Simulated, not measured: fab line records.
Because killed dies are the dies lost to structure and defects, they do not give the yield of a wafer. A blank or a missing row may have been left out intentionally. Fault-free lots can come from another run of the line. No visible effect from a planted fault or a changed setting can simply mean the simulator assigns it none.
fab line records ; flow nand-harc
[record] lots = 11; wafers = 33; last-day = 33
route steps=1302 shown A_STAIRCASE@719 END@1302
lots that met no fault: taken from a fault-free run of the same line
start-h: start of the lot's first displayed wafer, in hours after the record's first day ; wait-h: hours since the lot's step before ; " repeats the value in the row above ; L1.1+2: a row that stands for several wafers ; - either no value or no given start ; * or withheld: withheld ; < > ~ a bound
route shown NAME@n: names a module that has steps shown in the file, with the first one's number in the route ; usual: average and standard deviation across the fault-free wafers ; same: alike in all rows ; chamber/n: place in a boat ; sites: each site's reading ; _std_site: how widely they spread, as a standard deviation ; _edge_site: mean of outer sites minus mean of inner sites ; radius-mm: how far each site lies from the wafer's centre ; mask NAME#n: copy n ; behind: the most recent tool/chamber to have shaped the wafer ; hold: cause of the lot's hold/its duration in hours/its outcome ; device: whichever transistor did not switch (one of n, p or np) ; end of line: tests run on the same wafers once the route is complete ; a step with no rows: only its recipe ; killed: count of dies lost to structure and defects at first sort (not the wafer's yield) ; map: dies across one wafer; x = killed, . = not, _ = none there
set.NAME: the setting that was run; set.NAME@STEP: the one run at that earlier step ; model.NAME: the simulator's own value behind a step, which no gauge read
one table for each step of the route and one row for each wafer, over a sample of lots
services: a tool's chamber out of use, with start hour (start-h, from the record's first day; less than 0 if before it), hours out, and reason
[[steps]]
[step NHARC_A_STAIRCASE_STRIP_205]
[recipe] power-w = 1500; temp-c = 250; chemistry = O2
[usual] drypump-motor-current-A = 5.7/0.53; heater-power-w = 341/29
lot.wafer;tool;chamber;start-h;wait-h;drypump-motor-current-A;heater-power-w;rf-hours-counter-h
L209.1;plasma-asher-02;0;379.69;0.1;5.6;299;24
L209.4;plasma-asher-02;1;379.69;0.1;5.1;368;-
L209.3;plasma-asher-02;0;379.69;0.1;5.6;295;-
L210.2;plasma-asher-01;1;385.99;0.1;6.6;370;7
L210.5;plasma-asher-01;1;385.99;0.1;6.6;373;-
L210.6;plasma-asher-01;0;385.99;0.1;5.8;332;-
L211.2;plasma-asher-02;1;398.71;0.1;5.1;363;29
L211.1;plasma-asher-02;0;398.71;0.1;5.6;303;29
L211.3;plasma-asher-02;1;398.71;0.1;5.1;361;-
L213.1;plasma-asher-02;1;413.46;0.1;5.1;366;33
L213.4;plasma-asher-02;0;413.46;0.1;5.6;299;-
L213.6;plasma-asher-02;1;413.46;0.1;5.1;354;-
L214.1;plasma-asher-02;1;443.40;0.1;5.1;367;3
L214.2;plasma-asher-02;0;443.40;0.1;5.6;306;3
L214.5;plasma-asher-02;0;443.40;0.1;5.6;295;-
L216.4;plasma-asher-02;1;459.36;0.2;5.1;369;-
L216.3;plasma-asher-02;0;459.36;0.2;5.6;301;-
L216.5;plasma-asher-02;1;459.36;0.2;5.1;361;-
L217.1;plasma-asher-01;1;460.33;0.1;6.5;373;23
L217.2;plasma-asher-01;0;460.33;0.1;5.8;333;23
L217.4;plasma-asher-01;0;460.33;0.1;5.8;339;-
L222.1;plasma-asher-02;1;520.41;0.1;5.1;365;18
L222.4;plasma-asher-02;1;520.41;0.1;5.1;368;-
L222.6;plasma-asher-02;0;520.41;0.1;5.6;306;-
L225.1;plasma-asher-02;1;546.43;0.1;5.1;361;25
L225.3;plasma-asher-02;0;546.43;0.1;5.6;298;-
L225.6;plasma-asher-02;0;546.43;0.1;5.6;300;-
L229.4;plasma-asher-01;0;583.76;0.2;5.8;328;-
L229.3;plasma-asher-01;1;583.76;0.2;6.6;364;-
L229.6;plasma-asher-01;0;583.76;0.2;5.8;338;-
L230.1;plasma-asher-02;1;583.90;0.1;5.1;359;32
L230.4;plasma-asher-02;1;583.90;0.1;5.1;362;-
L230.5;plasma-asher-02;0;583.90;0.1;5.6;292;-
[step NHARC_A_STAIRCASE_TRIM_222]
[recipe] time-s = 211.2; o2-flow-sccm = 500; ar-flow-sccm = 0; bias-w = 0; chemistry = O2
[usual] drypump-motor-current-A = 5.8/0.5; oes-product-au = 1.002/0.01; rf-vpp-V = 57.8/0.9; showerhead-plenum-p-Torr = 3.58/0.13; throttle-valve-pct = 17.036/0.009
lot.wafer;tool;chamber;start-h;wait-h;drypump-motor-current-A;oes-product-au;rf-hours-counter-h;rf-vpp-V;showerhead-plenum-p-Torr;throttle-valve-pct
L209.4;rie-diel-01;1;-;-;5.7;0.997;60;59.4;3.62;17.039
L209.1;rie-diel-01;2;-;-;6.6;1.005;57;57.7;3.46;17.029
L209.3;rie-diel-01;0;-;-;5.1;0.997;51;58.5;3.74;17.044
L210.2;rie-diel-04;2;-;-;5.6;0.993;11;57.2;3.42;17.046
L210.6;rie-diel-04;3;-;-;6.2;0.995;-;57.3;3.77;17.038
L210.5;rie-diel-04;0;-;-;5.5;0.982;-;58.4;3.56;17.019
L211.3;rie-diel-04;1;-;-;6.1;1.016;13;56.9;3.38;17.036
L211.2;rie-diel-04;2;-;-;5.6;1.014;13;58.3;3.42;17.027
L211.1;rie-diel-04;3;-;-;6.1;1.003;12;59.7;3.77;17.011
L213.1;rie-diel-01;1;-;-;5.7;0.983;7;58.7;3.62;17.035
L213.4;rie-diel-01;0;-;-;5.1;1.024;10;59.5;3.74;17.035
L213.6;rie-diel-01;1;-;-;5.7;0.983;-;57.0;3.62;17.038
L214.1;rie-diel-04;1;-;-;6.1;1.015;27;57.1;3.38;17.039
L214.2;rie-diel-04;2;-;-;5.6;1.002;27;58.0;3.41;17.039
L214.5;rie-diel-04;0;-;-;5.5;0.975;-;58.4;3.55;17.039
L216.3;rie-diel-01;0;-;-;5.1;1.010;23;59.9;3.73;17.039
L216.4;rie-diel-01;2;-;-;6.5;1.003;22;58.7;3.45;17.037
L216.5;rie-diel-01;0;-;-;5.1;1.020;-;58.2;3.73;17.031
L217.4;rie-diel-01;0;-;-;5.1;1.007;24;58.7;3.73;17.037
L217.2;rie-diel-01;1;-;-;5.7;1.001;22;58.9;3.61;17.047
L217.1;rie-diel-01;2;-;-;6.5;1.004;23;58.0;3.45;17.048
L222.4;rie-diel-01;1;-;-;5.7;1.008;40;58.4;3.60;17.054
L222.1;rie-diel-01;2;-;-;6.6;1.009;41;58.7;3.44;17.041
L222.6;rie-diel-01;1;-;-;5.7;1.006;-;58.4;3.60;17.043
L225.3;rie-diel-01;0;-;-;5.1;1.006;51;57.2;3.71;17.025
L225.1;rie-diel-01;1;-;-;5.7;0.996;52;57.6;3.59;17.061
L225.6;rie-diel-01;3;-;-;5.3;1.000;-;57.4;3.55;17.040
L229.3;rie-diel-01;0;-;-;5.1;0.991;5;59.1;3.71;17.044
L229.4;rie-diel-01;2;-;-;6.6;1.006;7;57.4;3.43;17.038
L229.6;rie-diel-01;0;-;-;5.1;0.994;-;57.7;3.71;17.046
L230.1;rie-diel-13;3;-;-;5.9;1.005;23;56.8;3.76;17.038
L230.4;rie-diel-13;1;-;-;6.5;0.984;20;59.1;3.77;17.033
L230.5;rie-diel-13;3;-;-;5.9;1.001;-;57.9;3.76;17.057
[step NHARC_A_STAIRCASE_TRIM_229]
[recipe] time-s = 211.2; o2-flow-sccm = 500; ar-flow-sccm = 0; bias-w = 0; chemistry = O2
[usual] drypump-motor-current-A = 5.8/0.46; oes-product-au = 1.001/0.011; rf-vpp-V = 57.9/0.89; showerhead-plenum-p-Torr = 3.57/0.15; throttle-valve-pct = 17.036/0.0084
lot.wafer;tool;chamber;start-h;wait-h;drypump-motor-current-A;oes-product-au;rf-hours-counter-h;rf-vpp-V;showerhead-plenum-p-Torr;throttle-valve-pct
L209.1;rie-diel-04;0;382.17;0.1;5.5;0.991;4;57.2;3.56;17.021
L209.3;rie-diel-04;1;382.17;0.1;6.1;1.010;4;57.4;3.39;17.054
L209.4;rie-diel-04;2;382.17;0.1;5.6;0.999;6;58.4;3.42;17.027
L210.2;rie-diel-04;0;395.04;0.1;5.6;0.976;11;57.7;3.56;17.016
L210.5;rie-diel-04;2;395.04;0.1;5.6;1.001;-;57.9;3.42;17.028
L210.6;rie-diel-04;3;395.04;0.1;6.1;0.983;-;58.4;3.77;17.035
L211.3;rie-diel-01;2;401.35;0.1;6.5;0.995;4;56.4;3.46;17.032
L211.1;rie-diel-01;3;401.35;0.1;5.4;0.998;4;58.3;3.58;17.045
L211.2;rie-diel-01;0;401.35;0.1;5.1;1.012;3;58.1;3.74;17.041
L213.1;rie-diel-01;1;416.89;0.1;5.7;0.989;8;60.3;3.62;17.058
L213.4;rie-diel-01;3;416.89;0.1;5.3;0.999;11;58.3;3.58;17.017
L213.6;rie-diel-01;2;416.89;0.1;6.6;1.000;-;55.9;3.46;17.029
L214.1;rie-diel-04;2;445.97;0.1;5.6;1.002;28;57.0;3.41;17.034
L214.2;rie-diel-04;3;445.97;0.1;6.2;1.007;27;58.7;3.76;17.041
L214.5;rie-diel-04;3;445.97;0.1;6.2;0.991;-;56.8;3.76;17.033
L216.4;rie-diel-01;0;461.92;0.1;5.1;1.003;23;58.8;3.73;17.034
L216.3;rie-diel-01;2;461.92;0.1;6.5;0.996;23;58.0;3.45;17.037
L216.5;rie-diel-01;3;461.92;0.1;5.3;0.992;-;57.2;3.57;17.026
L217.4;rie-diel-01;1;463.17;0.1;5.7;1.008;22;57.2;3.61;17.032
L217.1;rie-diel-01;3;463.17;0.1;5.4;0.995;25;58.4;3.57;17.040
L217.2;rie-diel-01;0;463.17;0.1;5.1;1.019;24;58.1;3.73;17.034
L222.4;rie-diel-04;2;522.91;0.1;5.6;1.006;49;57.9;3.40;17.043
L222.1;rie-diel-04;0;522.91;0.1;5.5;1.219;51;56.8;3.54;17.043
L222.6;rie-diel-04;3;522.91;0.1;6.2;1.007;-;58.0;3.75;17.044
L225.3;rie-diel-04;2;548.92;0.1;5.6;1.007;1;58.5;3.40;17.042
L225.1;rie-diel-04;0;548.92;0.1;5.5;1.257;1;58.2;3.53;17.038
L225.6;rie-diel-04;2;548.92;0.1;5.6;0.995;-;58.5;3.40;17.040
L229.4;rie-diel-01;1;586.19;0.1;5.7;0.999;7;59.6;3.59;17.042
L229.3;rie-diel-01;3;586.19;0.1;5.3;0.997;6;56.4;3.55;17.052
L229.6;rie-diel-01;1;586.19;0.1;5.7;0.995;-;58.7;3.59;17.038
L230.4;rie-diel-01;2;586.65;0.1;6.5;1.000;8;57.3;3.43;17.038
L230.1;rie-diel-01;1;586.65;0.1;5.7;0.998;8;59.0;3.59;17.026
L230.5;rie-diel-01;3;586.65;0.1;5.3;1.002;-;59.8;3.55;17.035
[step NHARC_A_STAIRCASE_TRIM_233]
[recipe] time-s = 211.2; o2-flow-sccm = 500; ar-flow-sccm = 0; bias-w = 0; chemistry = O2
[usual] drypump-motor-current-A = 5.8/0.45; oes-product-au = 1.002/0.011; rf-vpp-V = 57.8/0.92; showerhead-plenum-p-Torr = 3.56/0.14; throttle-valve-pct = 17.035/0.0087
lot.wafer;tool;chamber;start-h;wait-h;drypump-motor-current-A;oes-product-au;rf-hours-counter-h;rf-vpp-V;showerhead-plenum-p-Torr;throttle-valve-pct
L209.1;rie-diel-04;2;-;-;5.6;1.009;6;56.9;3.42;17.035
L209.3;rie-diel-04;3;-;-;6.2;0.990;6;59.2;3.77;17.022
L209.4;rie-diel-04;1;-;-;6.1;1.008;5;57.3;3.39;17.042
L210.2;rie-diel-04;1;-;-;6.1;1.015;11;57.8;3.38;17.025
L210.5;rie-diel-04;1;-;-;6.1;1.007;-;58.7;3.38;17.033
L210.6;rie-diel-04;2;-;-;5.5;1.002;-;57.9;3.42;17.025
L211.2;rie-diel-01;3;-;-;5.3;1.006;4;56.4;3.58;17.045
L211.1;rie-diel-01;0;-;-;5.1;1.015;3;58.7;3.74;17.029
L211.3;rie-diel-01;1;-;-;5.7;1.006;3;59.6;3.62;17.042
L213.1;rie-diel-01;2;-;-;6.5;0.998;9;56.5;3.46;17.042
L213.4;rie-diel-01;3;-;-;5.3;0.994;11;59.2;3.58;17.032
L213.6;rie-diel-01;1;-;-;5.7;1.002;-;58.2;3.62;17.021
L214.2;rie-diel-04;0;-;-;5.5;0.984;27;58.8;3.55;17.040
L214.1;rie-diel-04;1;-;-;6.1;1.013;27;57.8;3.37;17.045
L214.5;rie-diel-04;0;-;-;5.5;0.981;-;57.6;3.55;17.028
L216.4;rie-diel-01;3;-;-;5.3;0.996;25;56.4;3.57;17.040
L216.3;rie-diel-01;0;-;-;5.1;1.012;24;56.8;3.73;17.031
L216.5;rie-diel-01;2;-;-;6.5;1.001;-;56.8;3.45;17.035
L217.2;rie-diel-01;2;-;-;6.5;1.003;24;56.4;3.45;17.050
L217.1;rie-diel-01;3;-;-;5.3;1.008;26;58.7;3.57;17.046
L217.4;rie-diel-01;0;-;-;5.1;1.015;24;56.7;3.73;17.030
L222.1;rie-diel-04;3;-;-;6.2;1.007;44;58.3;3.75;17.032
L222.4;rie-diel-04;0;-;-;5.6;0.981;51;59.1;3.54;17.045
L222.6;rie-diel-04;2;-;-;5.6;1.003;-;57.4;3.40;17.039
L225.3;rie-diel-04;2;-;-;5.6;1.005;1;57.6;3.40;17.031
L225.1;rie-diel-04;3;-;-;6.2;1.012;1;56.6;3.75;17.044
L225.6;rie-diel-04;2;-;-;5.6;1.006;-;57.3;3.40;17.022
L229.3;rie-diel-01;0;-;-;5.1;0.984;6;59.2;3.71;17.027
L229.4;rie-diel-01;3;-;-;5.3;0.995;6;58.8;3.55;17.040
L229.6;rie-diel-01;1;-;-;5.7;0.990;-;59.3;3.59;17.028
L230.1;rie-diel-01;1;-;-;5.7;0.996;8;58.5;3.59;17.047
L230.4;rie-diel-01;2;-;-;6.5;1.002;8;56.8;3.43;17.029
L230.5;rie-diel-01;1;-;-;5.7;0.995;-;58.4;3.59;17.049
[step NHARC_END_SORT_01]
[recipe] temp-c = 25
[usual] killed-at-array = 56/20; killed-at-other = 0.9/1.1; killed-at-periphery = 3.7/3; killed-dies = 61/21; killed-open = 2.9/1.6; killed-short = 2.6/1.4
[same] gross-dies = 677
lot.wafer;tool;chamber;start-h;wait-h;hold;killed-at-array;killed-at-other;killed-at-periphery;killed-dies;killed-open;killed-short
L209.1;prober-01;0;588.19;2.5;-;37;2;2;41;4;3
L209.3;prober-01;0;589.78;3.1;-;69;0;4;73;1;2
L209.4;prober-01;0;590.57;3.4;-;61;1;3;65;4;3
L211.1;prober-01;0;596.24;2.5;-;54;1;1;56;3;2
L211.2;prober-01;0;597.06;2.8;-;77;0;3;80;4;4
L211.3;prober-01;0;597.87;3.1;-;76;0;5;81;3;3
L210.2;prober-02;0;597.06;2.8;-;50;1;3;54;4;2
L210.5;prober-02;0;599.43;3.7;-;33;4;2;39;3;3
L210.6;prober-02;0;600.22;4.0;-;45;2;4;51;1;2
L213.1;prober-02;0;614.94;2.5;-;76;0;2;78;0;3
L213.4;prober-02;0;617.36;3.4;-;63;1;2;66;3;4
L213.6;prober-02;0;618.98;4.0;-;72;0;1;73;2;2
L214.1;prober-02;0;640.07;2.5;-;64;0;4;68;6;2
L214.2;prober-02;0;640.88;2.8;-;77;0;1;78;3;3
L214.5;prober-02;0;643.30;3.7;-;83;0;1;84;2;2
L216.3;prober-01;0;663.45;3.1;-;41;1;7;49;6;4
L216.4;prober-01;0;664.24;3.4;-;43;4;8;55;4;3
L216.5;prober-01;0;665.03;3.7;-;35;3;4;42;2;3
L217.1;prober-02;0;668.87;2.5;-;89;2;5;96;0;2
L217.2;prober-02;0;669.67;2.8;-;77;2;2;81;1;1
L217.4;prober-02;0;671.27;3.4;-;58;1;3;62;5;4
L222.1;prober-02;0;724.84;2.5;await-dispo/1.9h/release;673;0;4;677;2;3
L222.4;prober-02;0;727.21;3.4;await-dispo/1.9h/release;49;0;2;51;2;3
L222.6;prober-02;0;728.79;4.0;await-dispo/1.9h/release;40;0;2;42;2;3
L225.1;prober-02;0;737.30;2.5;await-dispo/6.2h/release;666;0;11;677;5;2
L225.3;prober-02;0;738.88;3.1;await-dispo/6.2h/release;33;0;9;42;3;4
L225.6;prober-02;0;741.25;4.0;await-dispo/6.2h/release;22;0;6;28;8;1
L230.1;prober-01;0;779.38;2.5;-;73;1;3;77;3;2
L230.4;prober-01;0;781.77;3.4;-;52;0;3;55;2;4
L230.5;prober-01;0;782.56;3.7;-;49;1;2;52;4;1
L229.3;prober-02;0;782.36;3.1;-;44;2;4;50;2;0
L229.4;prober-02;0;783.17;3.4;-;50;1;2;53;2;5
L229.6;prober-02;0;784.77;4.0;-;52;1;4;57;2;4
// killed by level:class
L209.1 A_CHANNEL_HOLE_D2:chamber-film-flake=14 A_CHANNEL_HOLE_D1:chamber-film-flake=9 A_CONTACT:chamber-film-flake=6 A_BLC:geometric-particle:open=2 P_GATE:chamber-film-flake=2 THIN_TSV:chamber-film-flake=2 A_ONON_D1:geometric-particle:short=1 A_CHANNEL_FILL_D1:geometric-particle:open=1
L209.3 A_CHANNEL_HOLE_D1:chamber-film-flake=31 A_CHANNEL_HOLE_D2:chamber-film-flake=17 A_CONTACT:chamber-film-flake=13 P_GATE:chamber-film-flake=4 A_STAIRCASE:chamber-film-flake=2 A_SGD_CUT:geometric-particle:short=1 A_WL_FILL:geometric-particle:short=1 A_CONTACT:geometric-particle:open=1
L209.4 A_CHANNEL_HOLE_D2:chamber-film-flake=23 A_CHANNEL_HOLE_D1:chamber-film-flake=19 A_CONTACT:chamber-film-flake=10 A_STAIRCASE:chamber-film-flake=3 P_M1:geometric-particle:short=1 A_CHANNEL_FILL_D1:geometric-particle:open=1 A_CHANNEL_FILL_D1:geometric-particle:short=1 A_ONON_D2:geometric-particle:short=1
L211.1 A_SLIT:chamber-film-flake=26 A_CHANNEL_HOLE_D2:chamber-film-flake=21 A_CONTACT:chamber-film-flake=2 A_ONON_D1:geometric-particle:open=1 A_ONON_D2:geometric-particle:short=1 A_ONON_D2:geometric-particle:open=1 A_CHANNEL_FILL_D2:geometric-particle:short=1 P_GATE:chamber-film-flake=1
L211.2 A_CHANNEL_HOLE_D2:chamber-film-flake=35 A_SLIT:chamber-film-flake=24 A_CHANNEL_HOLE_D1:chamber-film-flake=4 A_CONTACT:chamber-film-flake=3 A_STAIRCASE:chamber-film-flake=3 A_M0:geometric-particle:open=2 P_CONTACT:geometric-particle:short=1 P_M2:geometric-particle:open=1
L210.2 A_CHANNEL_HOLE_D1:chamber-film-flake=31 A_CHANNEL_HOLE_D2:chamber-film-flake=10 P_M2:chamber-film-flake=2 A_CHANNEL_HOLE_D1:geometric-particle:short=1 A_CHANNEL_HOLE_D1:geometric-particle:open=1 A_CHANNEL_FILL_D1:geometric-particle:open=1 A_ONON_D2:geometric-particle:open=1 A_ONON_D2:geometric-particle:short=1
L211.3 A_CHANNEL_HOLE_D2:chamber-film-flake=37 A_SLIT:chamber-film-flake=23 A_CONTACT:chamber-film-flake=4 A_CHANNEL_HOLE_D1:chamber-film-flake=3 A_STAIRCASE:chamber-film-flake=2 A_WL_FILL:chamber-film-flake=2 P_CONTACT:geometric-particle:open=1 P_M0:geometric-particle:short=1
L210.5 A_CHANNEL_HOLE_D1:chamber-film-flake=17 A_CHANNEL_HOLE_D2:chamber-film-flake=5 THIN_TSV:chamber-film-flake=4 A_CONTACT:chamber-film-flake=3 A_DECK1_JOINT:geometric-particle:short=1 A_DECK1_JOINT:geometric-particle:open=1 A_ONON_D2:geometric-particle:open=1 A_ONON_D2:geometric-particle:short=1
L210.6 A_CHANNEL_HOLE_D1:chamber-film-flake=31 A_CHANNEL_HOLE_D2:chamber-film-flake=7 A_M1:chamber-film-flake=3 A_CONTACT:chamber-film-flake=2 THIN_TSV:chamber-film-flake=2 P_STI:geometric-particle:short=1 P_CONTACT:geometric-particle:short=1 A_ONON_D1:geometric-particle:open=1
L213.1 A_SLIT:chamber-film-flake=28 A_CHANNEL_HOLE_D2:chamber-film-flake=26 A_CONTACT:chamber-film-flake=11 A_WL_FILL:chamber-film-flake=4 A_SGD_CUT:chamber-film-flake=3 A_ONON_D2:geometric-particle:short=2 P_ZERO_WELL:chamber-film-flake=2 A_WL_FILL:geometric-particle:short=1
L213.4 A_SLIT:chamber-film-flake=26 A_CHANNEL_HOLE_D2:chamber-film-flake=16 A_CONTACT:chamber-film-flake=6 A_WL_FILL:chamber-film-flake=4 A_CHANNEL_HOLE_D1:chamber-film-flake=3 A_SGD_CUT:chamber-film-flake=3 A_CHANNEL_FILL_D2:geometric-particle:short=2 P_M2:geometric-particle:open=1
L213.6 A_SLIT:chamber-film-flake=38 A_CHANNEL_HOLE_D2:chamber-film-flake=18 A_CONTACT:chamber-film-flake=7 A_CHANNEL_HOLE_D1:chamber-film-flake=2 A_CHANNEL_FILL_D1:chamber-film-flake=2 A_DECK1_JOINT:geometric-particle:short=1 A_ONON_D2:geometric-particle:open=1 A_WL_FILL:geometric-particle:short=1
L214.1 A_SLIT:chamber-film-flake=31 A_CHANNEL_HOLE_D2:chamber-film-flake=18 A_CHANNEL_HOLE_D1:chamber-film-flake=4 A_CONTACT:chamber-film-flake=3 A_M0:geometric-particle:open=2 P_ZERO_WELL:chamber-film-flake=2 P_M0:geometric-particle:open=1 A_ONON_D1:geometric-particle:open=1
L214.2 A_CHANNEL_HOLE_D2:chamber-film-flake=33 A_SLIT:chamber-film-flake=29 A_M0:geometric-particle:open=3 A_CHANNEL_FILL_D1:geometric-particle:short=2 A_CHANNEL_HOLE_D1:chamber-film-flake=2 A_CHANNEL_FILL_D2:chamber-film-flake=2 A_WL_FILL:chamber-film-flake=2 A_CHANNEL_HOLE_D1:geometric-particle:short=1
L214.5 A_SLIT:chamber-film-flake=33 A_CHANNEL_HOLE_D2:chamber-film-flake=29 A_CHANNEL_HOLE_D1:chamber-film-flake=9 A_CONTACT:chamber-film-flake=4 A_WL_FILL:chamber-film-flake=2 P_GATE:geometric-particle:open=1 A_CHANNEL_FILL_D2:geometric-particle:open=1 A_CHANNEL_FILL_D2:geometric-particle:short=1
L216.3 A_CHANNEL_HOLE_D2:chamber-film-flake=19 A_CHANNEL_HOLE_D1:chamber-film-flake=7 P_M0:chamber-film-flake=4 A_CONTACT:chamber-film-flake=4 A_STAIRCASE:chamber-film-flake=3 P_CONTACT:geometric-particle:open=1 P_CONTACT:geometric-particle:short=1 P_M2:geometric-particle:open=1
L216.4 A_CHANNEL_HOLE_D2:chamber-film-flake=21 A_ZERO_WELL:chamber-film-flake=6 A_CHANNEL_HOLE_D1:chamber-film-flake=5 P_GATE:chamber-film-flake=3 P_M0:chamber-film-flake=3 A_CONTACT:chamber-film-flake=3 THIN_TSV:chamber-film-flake=3 A_BONDPAD:chamber-film-flake=2
L216.5 A_CHANNEL_HOLE_D2:chamber-film-flake=14 A_CHANNEL_HOLE_D1:chamber-film-flake=7 A_CONTACT:chamber-film-flake=4 P_M0:chamber-film-flake=3 THIN_TSV:chamber-film-flake=3 A_STAIRCASE:chamber-film-flake=2 A_WL_FILL:chamber-film-flake=2 P_GATE:geometric-particle:short=1
L217.1 A_SLIT:chamber-film-flake=33 A_CHANNEL_HOLE_D1:chamber-film-flake=30 A_CHANNEL_HOLE_D2:chamber-film-flake=14 A_CONTACT:chamber-film-flake=4 P_GATE:chamber-film-flake=3 A_STAIRCASE:chamber-film-flake=3 P_STI:chamber-film-flake=2 A_BLC:chamber-film-flake=2
L217.2 A_SLIT:chamber-film-flake=25 A_CHANNEL_HOLE_D1:chamber-film-flake=23 A_CHANNEL_HOLE_D2:chamber-film-flake=16 A_CONTACT:chamber-film-flake=5 A_STAIRCASE:chamber-film-flake=3 P_GATE:chamber-film-flake=2 A_SGD_CUT:geometric-particle:open=1 A_WL_FILL:geometric-particle:short=1
L217.4 A_CHANNEL_HOLE_D1:chamber-film-flake=21 A_SLIT:chamber-film-flake=18 A_CHANNEL_HOLE_D2:chamber-film-flake=6 A_CONTACT:chamber-film-flake=3 A_BONDPAD:chamber-film-flake=3 A_ONON_D1:geometric-particle:short=2 P_GATE:geometric-particle:open=1 A_ONON_D1:geometric-particle:open=1
L222.1 A_STAIRCASE:area-trim=630 A_CHANNEL_HOLE_D1:chamber-film-flake=27 A_SLIT:chamber-film-flake=5 A_STAIRCASE:chamber-film-flake=3 P_STI:chamber-film-flake=2 P_GATE:chamber-film-flake=2 A_DECK1_JOINT:geometric-particle:open=1 A_DECK1_JOINT:geometric-particle:short=1
L222.4 A_CHANNEL_HOLE_D1:chamber-film-flake=34 A_SLIT:chamber-film-flake=4 A_STAIRCASE:chamber-film-flake=3 A_WL_FILL:chamber-film-flake=2 A_ONON_D1:geometric-particle:open=1 A_CHANNEL_FILL_D1:geometric-particle:short=1 A_CHANNEL_FILL_D1:geometric-particle:open=1 A_DECK1_JOINT:geometric-particle:short=1
L222.6 A_CHANNEL_HOLE_D1:chamber-film-flake=21 A_STAIRCASE:chamber-film-flake=6 A_DECK1_JOINT:chamber-film-flake=2 A_CHANNEL_HOLE_D2:geometric-particle:short=1 A_DECK1_JOINT:geometric-particle:short=1 A_DECK1_JOINT:geometric-particle:open=1 A_CHANNEL_HOLE_D2:geometric-particle:open=1 A_CHANNEL_FILL_D2:geometric-particle:short=1
L225.1 A_STAIRCASE:area-trim=641 A_CHANNEL_HOLE_D1:chamber-film-flake=14 A_SLIT:chamber-film-flake=5 P_M1:geometric-particle:open=3 P_M1:chamber-film-flake=3 P_GATE:chamber-film-flake=2 P_M0:geometric-particle:short=1 A_ONON_D1:geometric-particle:open=1
L225.3 A_CHANNEL_HOLE_D1:chamber-film-flake=14 A_SLIT:chamber-film-flake=7 P_GATE:chamber-film-flake=6 A_ONON_D1:geometric-particle:short=2 A_STAIRCASE:chamber-film-flake=2 A_CONTACT:chamber-film-flake=2 P_GATE:geometric-particle:open=1 A_CHANNEL_FILL_D1:geometric-particle:open=1
L225.6 A_CHANNEL_HOLE_D1:chamber-film-flake=8 P_GATE:chamber-film-flake=4 A_ONON_D1:geometric-particle:open=2 A_SLIT:chamber-film-flake=2 P_GATE:geometric-particle:open=1 A_CHANNEL_FILL_D1:geometric-particle:open=1 A_CHANNEL_FILL_D1:geometric-particle:short=1 A_DECK1_JOINT:geometric-particle:open=1
L230.1 A_SLIT:chamber-film-flake=43 A_CHANNEL_HOLE_D1:chamber-film-flake=25 P_M0:geometric-particle:short=1 P_M0:geometric-particle:open=1 P_M1:geometric-particle:open=1 A_ONON_D1:geometric-particle:open=1 A_M0:geometric-particle:short=1 A_CHANNEL_FILL_D1:chamber-film-flake=1
L230.4 A_SLIT:chamber-film-flake=22 A_CHANNEL_HOLE_D1:chamber-film-flake=18 A_CONTACT:chamber-film-flake=6 A_CHANNEL_FILL_D2:geometric-particle:short=2 P_ZERO_WELL:chamber-film-flake=2 P_M1:geometric-particle:open=1 A_CHANNEL_FILL_D2:geometric-particle:open=1 A_WL_FILL:geometric-particle:short=1
L229.3 A_CHANNEL_HOLE_D2:chamber-film-flake=30 A_SLIT:chamber-film-flake=8 P_GATE:chamber-film-flake=2 A_ZERO_WELL:chamber-film-flake=2 THIN_TSV:chamber-film-flake=2 P_M0:geometric-particle:open=1 A_M0:geometric-particle:open=1 P_ZERO_WELL:chamber-film-flake=1
L230.5 A_SLIT:chamber-film-flake=27 A_CHANNEL_HOLE_D1:chamber-film-flake=13 A_CONTACT:chamber-film-flake=2 A_ONON_D1:geometric-particle:open=1 A_CHANNEL_FILL_D1:geometric-particle:open=1 A_DECK1_JOINT:geometric-particle:short=1 A_CHANNEL_HOLE_D2:geometric-particle:open=1 A_M0:geometric-particle:open=1
L229.4 A_CHANNEL_HOLE_D2:chamber-film-flake=35 A_SLIT:chamber-film-flake=7 A_CHANNEL_FILL_D2:geometric-particle:short=2 P_CONTACT:geometric-particle:open=1 P_BONDPAD:geometric-particle:short=1 A_CHANNEL_FILL_D1:geometric-particle:open=1 A_WL_FILL:geometric-particle:short=1 A_M0:geometric-particle:short=1
L229.6 A_CHANNEL_HOLE_D2:chamber-film-flake=35 A_SLIT:chamber-film-flake=8 A_WL_FILL:geometric-particle:short=2 P_STI:chamber-film-flake=2 A_ZERO_WELL:chamber-film-flake=2 A_SGD_CUT:chamber-film-flake=2 P_CONTACT:geometric-particle:short=1 P_CONTACT:geometric-particle:open=1
[[services]]
tool;chamber;start-h;hours;kind
rie-diel-01;0;362.01;-;clean
rie-diel-01;1;362.01;-;clean
rie-diel-01;2;362.01;-;clean
rie-diel-01;3;362.01;-;clean
rie-diel-01;-;382.24;9.0;pm
rie-diel-01;0;382.24;9.0;vent-cycle
rie-diel-01;1;382.24;9.0;vent-cycle
rie-diel-01;2;382.24;9.0;vent-cycle
rie-diel-01;3;382.24;9.0;vent-cycle
rie-diel-01;0;391.24;-;clean
rie-diel-01;1;391.24;-;clean
rie-diel-01;2;391.24;-;clean
rie-diel-01;3;391.24;-;clean
rie-diel-01;0;415.82;-;clean
rie-diel-01;1;415.82;-;clean
plasma-asher-02;-;426.29;9.0;pm
rie-diel-04;-;448.83;3.5;repair
rie-diel-04;3;482.35;7.4;repair
rie-diel-04;3;500.76;14.2;repair
rie-diel-04;2;501.11;10.8;repair
plasma-asher-01;-;519.24;9.0;pm
rie-diel-04;-;533.65;9.0;pm
rie-diel-13;3;543.83;9.8;repair
rie-diel-01;-;559.24;9.0;pm
[[key]]
[first-sign] step = NHARC_A_STAIRCASE_TRIM_229; reading = oes-product-au; direction = up; sigmas = 21; usual = 1.001; struck = 1.238
[effect] step = NHARC_END_SORT_01; reading = killed-at-array; direction = up; sigmas = 30; usual = 56; struck = 670
[more-kills-born-at] NHARC_A_STAIRCASE_TRIM_229@rie-diel-04 = 1271
met-at NHARC_A_STAIRCASE_TRIM_229
struck-lots L222,L225
struck-wafers L222.1,L225.1
later-rows-left-out L222.1,L225.1
tester-left-out L222,L225
not-acting-at NHARC_A_STAIRCASE_STRIP_205,NHARC_A_STAIRCASE_TRIM_222,NHARC_A_STAIRCASE_TRIM_233
onset-between 395.04 522.91
[fault] kind = process-parameter-drift; tool = rie-diel-04; chamber = 0; onset-h = 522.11; steps = NHARC_A_STAIRCASE_TRIM_229; channel = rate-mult; offset = 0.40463; shape = step; end-h = 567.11
// tester-left-out: of these lots the tester's yield and bins aren't shown, on N5 and GAA mostly nor the transistor test; their killed dies are dies lost to structure and defects alone, not to doping, threshold or leakage, so they don't give the yield
// later-rows-left-out: the simulator's readings of these wafers behind a module that went badly wrong aren't trusted and aren't shown, but for the sort
